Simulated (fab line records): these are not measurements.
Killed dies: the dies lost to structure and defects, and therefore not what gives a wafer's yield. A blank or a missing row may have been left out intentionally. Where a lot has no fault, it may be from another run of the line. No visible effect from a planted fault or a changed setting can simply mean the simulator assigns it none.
Which of the tools did it? || flow n5_finfet || 9 lots with 25 wafers sampled at 6 steps, on a route of 1938 steps

WHAT THE GAUGES READ, wafer by wafer
N5_BEOL_M4_RC_MEAS_101. Usual: DIBL_N 36.4 mV/V, standard deviation 1.2; DIBL_P 36.1 mV/V, standard deviation 1.6; IOFF_N 0.156 nA/um, standard deviation 0.024; IOFF_P 0.21 nA/um, standard deviation 0.031; ION_N 674 uA/um, standard deviation 11; ION_P 463 uA/um, standard deviation 6.9; SS_N 71.5 mV/dec, standard deviation 0.5; SS_P 73.2 mV/dec, standard deviation 0.55; VT_N 250.0 mV, standard deviation 2.9; VT_P -250 mV, standard deviation 3.6.
{"lot": "L957", "measured": "day 7 22:36", "on": "prober-02", "DIBL_N (mV/V)": "37.7 35.5 36.2", "DIBL_P (mV/V)": "38.4 36.8 37.6", "IOFF_N (nA/um)": "0.178 0.155 0.157", "IOFF_P (nA/um)": "0.22 0.20 0.20", "ION_N (uA/um)": "671 675 679", "ION_P (uA/um)": "462 464 464", "SS_N (mV/dec)": "72.2 71.2 70.8", "SS_P (mV/dec)": "73.5 72.9 72.7", "VT_N (mV)": "250.2 251.4 250.2", "VT_P (mV)": "-250 -251 -252", "flag": ""}
{"lot": "L965", "measured": "day 9 11:22", "on": "prober-02", "DIBL_N (mV/V)": "37.3 37.4", "DIBL_P (mV/V)": "38.3 37.4", "IOFF_N (nA/um)": "0.173 0.163", "IOFF_P (nA/um)": "0.21 0.19", "ION_N (uA/um)": "677 683", "ION_P (uA/um)": "461 466", "SS_N (mV/dec)": "72.0 71.9", "SS_P (mV/dec)": "72.5 73.1", "VT_N (mV)": "247.9 249.7", "VT_P (mV)": "-248 -249", "flag": ""}
{"lot": "L969", "measured": "day 10 11:17", "on": "prober-01", "DIBL_N (mV/V)": "34.6 34.1 36.6", "DIBL_P (mV/V)": "32.7 32.2 35.1", "IOFF_N (nA/um)": "0.127 0.117 0.156", "IOFF_P (nA/um)": "0.18 0.17 0.21", "ION_N (uA/um)": "661 660 678", "ION_P (uA/um)": "454 453 460", "SS_N (mV/dec)": "71.4 71.3 71.4", "SS_P (mV/dec)": "72.3 72.0 73.0", "VT_N (mV)": "255.9 255.5 250.3", "VT_P (mV)": "-252 -253 -249", "flag": ""}
{"lot": "L968", "measured": "day 10 16:52", "on": "prober-02", "DIBL_N (mV/V)": "38.5 38.9", "DIBL_P (mV/V)": "38.2 38.0", "IOFF_N (nA/um)": "0.185 0.180", "IOFF_P (nA/um)": "0.25 0.25", "ION_N (uA/um)": "683 675", "ION_P (uA/um)": "468 465", "SS_N (mV/dec)": "72.3 72.3", "SS_P (mV/dec)": "73.4 73.4", "VT_N (mV)": "245.3 249.4", "VT_P (mV)": "-249 -246", "flag": ""}
{"lot": "L972", "measured": "day 11 12:38", "on": "prober-02", "DIBL_N (mV/V)": "37.7 35.5 35.6", "DIBL_P (mV/V)": "36.7 34.2 34.6", "IOFF_N (nA/um)": "0.170 0.130 0.140", "IOFF_P (nA/um)": "0.20 0.16 0.17", "ION_N (uA/um)": "672 667 671", "ION_P (uA/um)": "455 460 460", "SS_N (mV/dec)": "71.7 70.6 71.4", "SS_P (mV/dec)": "74.1 73.1 73.3", "VT_N (mV)": "250.4 253.5 252.1", "VT_P (mV)": "-252 -256 -254", "flag": ""}
{"lot": "L977", "measured": "day 12 20:18", "on": "prober-02", "DIBL_N (mV/V)": "34.0 34.5 34.4", "DIBL_P (mV/V)": "34.0 35.2 33.8", "IOFF_N (nA/um)": "0.129 0.134 0.120", "IOFF_P (nA/um)": "0.18 0.20 0.18", "ION_N (uA/um)": "667 670 660", "ION_P (uA/um)": "467 467 459", "SS_N (mV/dec)": "71.0 71.1 70.2", "SS_P (mV/dec)": "73.1 72.5 72.6", "VT_N (mV)": "252.9 249.4 251.6", "VT_P (mV)": "-249 -250 -250", "flag": ""}
{"lot": "L978", "measured": "day 13 12:59", "on": "prober-02", "DIBL_N (mV/V)": "37.2 35.7 36.0", "DIBL_P (mV/V)": "36.8 34.9 34.9", "IOFF_N (nA/um)": "0.152 0.127 0.134", "IOFF_P (nA/um)": "0.20 0.18 0.18", "ION_N (uA/um)": "674 669 681", "ION_P (uA/um)": "464 462 464", "SS_N (mV/dec)": "71.7 71.3 71.2", "SS_P (mV/dec)": "72.6 72.5 72.6", "VT_N (mV)": "251.9 253.1 253.8", "VT_P (mV)": "-254 -254 -255", "flag": ""}
{"lot": "L979", "measured": "day 14 02:38", "on": "prober-02", "DIBL_N (mV/V)": "37.1 36.2 36.1", "DIBL_P (mV/V)": "37.7 36.1 36.2", "IOFF_N (nA/um)": "0.179 0.154 0.154", "IOFF_P (nA/um)": "0.23 0.20 0.20", "ION_N (uA/um)": "668 657 670", "ION_P (uA/um)": "464 455 460", "SS_N (mV/dec)": "71.8 71.2 71.6", "SS_P (mV/dec)": "74.1 73.4 73.5", "VT_N (mV)": "247.6 252.0 250.1", "VT_P (mV)": "-249 -253 -253", "flag": ""}
{"lot": "L980", "measured": "day 14 02:44", "on": "prober-01", "DIBL_N (mV/V)": "35.8 35.0 35.1", "DIBL_P (mV/V)": "35.8 34.4 34.8", "IOFF_N (nA/um)": "0.156 0.141 0.140", "IOFF_P (nA/um)": "0.19 0.17 0.17", "ION_N (uA/um)": "678 674 681", "ION_P (uA/um)": "464 452 464", "SS_N (mV/dec)": "71.4 72.0 71.5", "SS_P (mV/dec)": "73.8 73.3 72.8", "VT_N (mV)": "248.1 251.6 248.5", "VT_P (mV)": "-253 -255 -254", "flag": ""}

N5_BEOL_M11_OVL_MEAS_29. Usual: V10_OVL gives 0.5 nm (standard deviation 0.71).
{"lot": "L957", "measured": "day 10 06:50", "on": "overlay-02", "V10_OVL (nm)": "0.6 0.9 0.9", "flag": ""}
{"lot": "L965", "measured": "day 11 17:47", "on": "overlay-02", "V10_OVL (nm)": "0.4 0.9", "flag": ""}
{"lot": "L969", "measured": "day 13 01:35", "on": "overlay-02", "V10_OVL (nm)": "1.2 1.0 1.0", "flag": ""}
{"lot": "L968", "measured": "day 13 01:20", "on": "overlay-01", "V10_OVL (nm)": "-0.9 -0.8", "flag": ""}
{"lot": "L972", "measured": "day 14 00:53", "on": "overlay-01", "V10_OVL (nm)": "0.6 0.4 0.4", "flag": ""}
{"lot": "L977", "measured": "day 15 09:56", "on": "overlay-02", "V10_OVL (nm)": "0.3 -0.2 0.3", "flag": ""}
{"lot": "L978", "measured": "day 15 23:23", "on": "overlay-02", "V10_OVL (nm)": "1.2 1.2 0.0", "flag": ""}
{"lot": "L979", "measured": "day 16 16:23", "on": "overlay-01", "V10_OVL (nm)": "1.1 0.7 1.5", "flag": ""}
{"lot": "L980", "measured": "day 16 15:56", "on": "overlay-02", "V10_OVL (nm)": "0.4 0.0 0.4", "flag": ""}

N5_BEOL_M11_THK_MEAS_53: measures by xrf. Usual: M11_THK gives 137.3 nm (standard deviation 2.6).
{"lot": "L957", "measured": "day 10 10:11", "on": "film_metro-01", "M11_THK (nm)": "137.1 137.1 134.9", "flag": ""}
{"lot": "L965", "measured": "day 11 20:33", "on": "film_metro-02", "M11_THK (nm)": "253.9 140.8", "flag": "OFF"}
{"lot": "L969", "measured": "day 13 05:24", "on": "film_metro-01", "M11_THK (nm)": "141.3 138.2 138.3", "flag": ""}
{"lot": "L968", "measured": "day 13 04:26", "on": "film_metro-02", "M11_THK (nm)": "252.6 135.5", "flag": "OFF"}
{"lot": "L972", "measured": "day 14 06:44", "on": "film_metro-01", "M11_THK (nm)": "141.3 142.6 137.8", "flag": ""}
{"lot": "L977", "measured": "day 15 12:55", "on": "film_metro-01", "M11_THK (nm)": "134.3 135.6 135.7", "flag": ""}
{"lot": "L978", "measured": "day 16 02:47", "on": "film_metro-01", "M11_THK (nm)": "138.1 134.1 139.9", "flag": ""}
{"lot": "L979", "measured": "day 16 22:19", "on": "film_metro-01", "M11_THK (nm)": "134.2 135.6 132.0", "flag": ""}
{"lot": "L980", "measured": "day 16 19:44", "on": "film_metro-02", "M11_THK (nm)": "134.7 141.7 142.0", "flag": ""}

N5_BEOL_M11_INSPECT_58: inspects for defects (darkfield). Usual: raw_defect_count reads 72 (standard deviation 19).
{"lot": "L957", "measured": "day 10 10:22", "on": "defect_inspect-01", "raw_defect_count": "41 82 69", "flag": ""}
{"lot": "L965", "measured": "day 11 20:42", "on": "defect_inspect-02", "raw_defect_count": "1101 68", "flag": "OFF"}
{"lot": "L969", "measured": "day 13 05:33", "on": "defect_inspect-01", "raw_defect_count": "65 52 75", "flag": ""}
{"lot": "L968", "measured": "day 13 04:35", "on": "defect_inspect-02", "raw_defect_count": "1097 94", "flag": "OFF"}
{"lot": "L972", "measured": "day 14 06:53", "on": "defect_inspect-02", "raw_defect_count": "90 79 64", "flag": ""}
{"lot": "L977", "measured": "day 15 13:04", "on": "defect_inspect-02", "raw_defect_count": "78 65 80", "flag": ""}
{"lot": "L978", "measured": "day 16 02:56", "on": "defect_inspect-02", "raw_defect_count": "80 63 66", "flag": ""}
{"lot": "L979", "measured": "day 16 22:28", "on": "defect_inspect-02", "raw_defect_count": "85 85 92", "flag": ""}
{"lot": "L980", "measured": "day 16 19:53", "on": "defect_inspect-02", "raw_defect_count": "54 43 58", "flag": ""}

WHICH TOOL RAN EACH LOT (tool, then ch and the chambers of the sampled wafers, then the start)
{"lot": "L957", "N5_BEOL_M11_DEGAS_44": "pvd_sputter-03, day 10 08:45", "N5_BEOL_M11_CMP_52": "cmp-02 ch 1,2,3, day 10 09:58"}
{"lot": "L965", "N5_BEOL_M11_DEGAS_44": "pvd_sputter-03, day 11 19:06", "N5_BEOL_M11_CMP_52": "cmp-02 ch 0,3, day 11 20:20"}
{"lot": "L969", "N5_BEOL_M11_DEGAS_44": "pvd_sputter-03, day 13 03:34", "N5_BEOL_M11_CMP_52": "cmp-03 ch 1,2, day 13 05:08"}
{"lot": "L968", "N5_BEOL_M11_DEGAS_44": "pvd_sputter-03, day 13 02:52", "N5_BEOL_M11_CMP_52": "cmp-02 ch 3, day 13 04:11"}
{"lot": "L972", "N5_BEOL_M11_DEGAS_44": "pvd_sputter-02, day 14 02:53", "N5_BEOL_M11_CMP_52": "cmp-01 ch 2,3, day 14 06:29"}
{"lot": "L977", "N5_BEOL_M11_DEGAS_44": "pvd_sputter-03, day 15 11:15", "N5_BEOL_M11_CMP_52": "cmp-01 ch 0,1,3, day 15 12:37"}
{"lot": "L978", "N5_BEOL_M11_DEGAS_44": "pvd_sputter-01, day 16 00:42", "N5_BEOL_M11_CMP_52": "cmp-03 ch 2,3, day 16 02:30"}
{"lot": "L979", "N5_BEOL_M11_DEGAS_44": "pvd_sputter-02, day 16 18:23", "N5_BEOL_M11_CMP_52": "cmp-01 ch 0,1,2, day 16 22:08"}
{"lot": "L980", "N5_BEOL_M11_DEGAS_44": "pvd_sputter-02, day 16 17:17", "N5_BEOL_M11_CMP_52": "cmp-01 ch 1,3, day 16 19:26"}
- N5_BEOL_M11_DEGAS_44: time 60 s.
- N5_BEOL_M11_CMP_52: polishes, stops on SiCOH lowk, t overpolish 7 s, target thk 140 nm.

AS READ BY THE TOOLS THEMSELVES (means over the sampled wafers that have a number; for cases with no such wafer, the mark the record gives instead)
N5_BEOL_M11_DEGAS_44. Usual: heater_power_w reads 331 W (standard deviation 38).
{"lot": "L957", "tool": "pvd_sputter-03", "heater_power_w (W)": 363, "flag": ""}
{"lot": "L965", "tool": "pvd_sputter-03", "heater_power_w (W)": 314, "flag": ""}
{"lot": "L969", "tool": "pvd_sputter-03", "heater_power_w (W)": 316, "flag": ""}
{"lot": "L968", "tool": "pvd_sputter-03", "heater_power_w (W)": 290, "flag": ""}
{"lot": "L972", "tool": "pvd_sputter-02", "heater_power_w (W)": 350, "flag": ""}
{"lot": "L977", "tool": "pvd_sputter-03", "heater_power_w (W)": 351, "flag": ""}
{"lot": "L978", "tool": "pvd_sputter-01", "heater_power_w (W)": 307, "flag": ""}
{"lot": "L979", "tool": "pvd_sputter-02", "heater_power_w (W)": 345, "flag": ""}
{"lot": "L980", "tool": "pvd_sputter-02", "heater_power_w (W)": 340, "flag": ""}

N5_BEOL_M11_CMP_52. Usual: barrier_field_endpoint_s 28.8 s, standard deviation 0.71; clearing_platen_down_force_psi 1.500 psi, standard deviation 0.0032; motor_current_A 6.3 A, standard deviation 0.55; overpolish_run_s 7.000 s, standard deviation 0.0096; pad_life_wafers 1218, standard deviation 540; time_to_endpoint_s 65.3 s, standard deviation 2.5.
{"lot": "L957", "tool": "cmp-02", "barrier_field_endpoint_s (s)": 27.4, "clearing_platen_down_force_psi (psi)": 1.500, "motor_current_A (A)": 6.4, "overpolish_run_s (s)": 6.993, "pad_life_wafers": 830, "time_to_endpoint_s (s)": 59.9, "flag": ""}
{"lot": "L965", "tool": "cmp-02", "barrier_field_endpoint_s (s)": 37.8, "clearing_platen_down_force_psi (psi)": 1.497, "motor_current_A (A)": 6.5, "overpolish_run_s (s)": 3.517, "pad_life_wafers": 1118, "time_to_endpoint_s (s)": 74.0, "flag": "OFF"}
{"lot": "L969", "tool": "cmp-03", "barrier_field_endpoint_s (s)": 29.0, "clearing_platen_down_force_psi (psi)": 1.500, "motor_current_A (A)": 5.8, "overpolish_run_s (s)": 7.001, "pad_life_wafers": 458, "time_to_endpoint_s (s)": 64.7, "flag": ""}
{"lot": "L968", "tool": "cmp-02", "barrier_field_endpoint_s (s)": 37.5, "clearing_platen_down_force_psi (psi)": 1.504, "motor_current_A (A)": 6.0, "overpolish_run_s (s)": 3.526, "pad_life_wafers": 1363, "time_to_endpoint_s (s)": 73.6, "flag": "OFF"}
{"lot": "L972", "tool": "cmp-01", "barrier_field_endpoint_s (s)": 29.2, "clearing_platen_down_force_psi (psi)": 1.500, "motor_current_A (A)": 6.2, "overpolish_run_s (s)": 7.000, "pad_life_wafers": 1735, "time_to_endpoint_s (s)": 65.0, "flag": ""}
{"lot": "L977", "tool": "cmp-01", "barrier_field_endpoint_s (s)": 29.1, "clearing_platen_down_force_psi (psi)": 1.500, "motor_current_A (A)": 6.3, "overpolish_run_s (s)": 7.007, "pad_life_wafers": 1940, "time_to_endpoint_s (s)": 65.6, "flag": ""}
{"lot": "L978", "tool": "cmp-03", "barrier_field_endpoint_s (s)": 30.1, "clearing_platen_down_force_psi (psi)": 1.498, "motor_current_A (A)": 5.2, "overpolish_run_s (s)": 6.992, "pad_life_wafers": 1020, "time_to_endpoint_s (s)": 67.6, "flag": ""}
{"lot": "L979", "tool": "cmp-01", "barrier_field_endpoint_s (s)": 29.3, "clearing_platen_down_force_psi (psi)": 1.499, "motor_current_A (A)": 6.4, "overpolish_run_s (s)": 7.000, "pad_life_wafers": 159, "time_to_endpoint_s (s)": 67.5, "flag": ""}
{"lot": "L980", "tool": "cmp-01", "barrier_field_endpoint_s (s)": 28.8, "clearing_platen_down_force_psi (psi)": 1.501, "motor_current_A (A)": 6.2, "overpolish_run_s (s)": 7.003, "pad_life_wafers": 127, "time_to_endpoint_s (s)": 68.5, "flag": ""}

THE ANSWER, worked out from the rows above alone
Rule: take the mean of a lot's wafers that have a number; if it is more than 3 standard deviations from the usual mean, the lot is off. Also off: a lot with no number at a reading for which 4 or more lots have one. All remaining lots with rows at the step are treated as sound. The gauges are gone through in route order, then the tools' own readings, and for those a lot's mean is taken as printed above. At the first step where some lot is off, the reading lying furthest off is the one used; lots without a number count as furthest.
Off: L965, L968, at N5_BEOL_M11_THK_MEAS_53 (M11_THK).
If a tool, at a process step before that reading, ran all the lots that are off and no sound lot after the first of them, it fits. The gauges at N5_BEOL_M11_THK_MEAS_53 aren't tried: what is off there is off at N5_BEOL_M11_INSPECT_58 too, on other tools, and a gauge's error can't cause that. One fits: cmp-02 at N5_BEOL_M11_CMP_52. A fault onset in the window from L957 (day 10 09:58, its last sound lot) to L965 (day 11 20:20, its first lot off) fits.
The tool's own readings at N5_BEOL_M11_CMP_52 bear it out: on the lots that are off they differ by more than 5 times the standard deviation of the sound lots' means. barrier_field_endpoint_s reads 37.6 s there against 29.0 s on the sound lots; overpolish_run_s reads 3.521 s there against 6.999 s on the sound lots.

WHAT WAS PUT IN BY THE SIMULATOR
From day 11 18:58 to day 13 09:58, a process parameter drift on cmp-02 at N5_BEOL_M11_CMP_52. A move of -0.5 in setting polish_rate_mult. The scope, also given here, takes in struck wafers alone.
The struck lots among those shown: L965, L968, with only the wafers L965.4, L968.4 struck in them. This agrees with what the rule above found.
